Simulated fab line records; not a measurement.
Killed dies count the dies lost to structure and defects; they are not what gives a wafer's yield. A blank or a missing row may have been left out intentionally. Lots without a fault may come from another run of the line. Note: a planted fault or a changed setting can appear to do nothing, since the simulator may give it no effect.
Matching of chambers || flow n5_finfet || uv_cure-01 running N5_BEOL_M5_CURE_80: 3 sister chambers
The step cures SiCOH lowk, time 120 s. 3 wafers are shown with their chamber, then 8 later ones without.

## WAFERS PAIRED WITH THEIR CHAMBERS
{"wafer": "L082.6", "chamber": 1, "wafer_temp_C_max": 372.1}
{"wafer": "L095.6", "chamber": 2, "wafer_temp_C_max": 371.0}
{"wafer": "L096.1", "chamber": 0, "wafer_temp_C_max": 372.0}

## WAFERS MISSING THEIR CHAMBER
{"wafer": "L096.2", "wafer_temp_C_max": 372.0}
{"wafer": "L096.3", "wafer_temp_C_max": 372.1}
{"wafer": "L096.4", "wafer_temp_C_max": 372.9}
{"wafer": "L096.5", "wafer_temp_C_max": 372.0}
{"wafer": "L096.6", "wafer_temp_C_max": 372.0}
{"wafer": "L097.3", "wafer_temp_C_max": 371.2}
{"wafer": "L097.5", "wafer_temp_C_max": 371.1}
{"wafer": "L097.6", "wafer_temp_C_max": 370.8}

## CHAMBER TAKEN BY EACH
{"wafer": "L096.2", "from the rows above": "can't be placed: 0 or 1", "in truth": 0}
{"wafer": "L096.3", "from the rows above": "can't be placed: 1 or 0", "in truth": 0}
{"wafer": "L096.4", "from the rows above": "can't be placed: 1 or 0", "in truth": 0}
{"wafer": "L096.5", "from the rows above": "can't be placed: 0 or 1", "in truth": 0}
{"wafer": "L096.6", "from the rows above": "can't be placed: 0 or 1", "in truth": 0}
{"wafer": "L097.3", "from the rows above": "can't be placed: 2 or 0", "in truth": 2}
{"wafer": "L097.5", "from the rows above": 2, "in truth": 2}
{"wafer": "L097.6", "from the rows above": 2, "in truth": 2}
Placed correctly: 2 of 8. Can't be placed from these rows: 6 (the true chamber is among the candidates in 6). Number placed wrongly: 0.
How it was worked out, from the rows above alone: a wafer's distance from a chamber is the root of the sum, over the readings, of the square of ((its reading less the chamber's mean) divided by the reading's scatter). The wafer belongs to the nearest chamber; if the next one is less than 2 further off, it can't be placed. For every chamber, the mean is computed from those of its wafers that are shown. The scatter (one wafer shown for each chamber): square how far every hidden wafer sits from the nearest shown wafer, average those squares and take the square root.
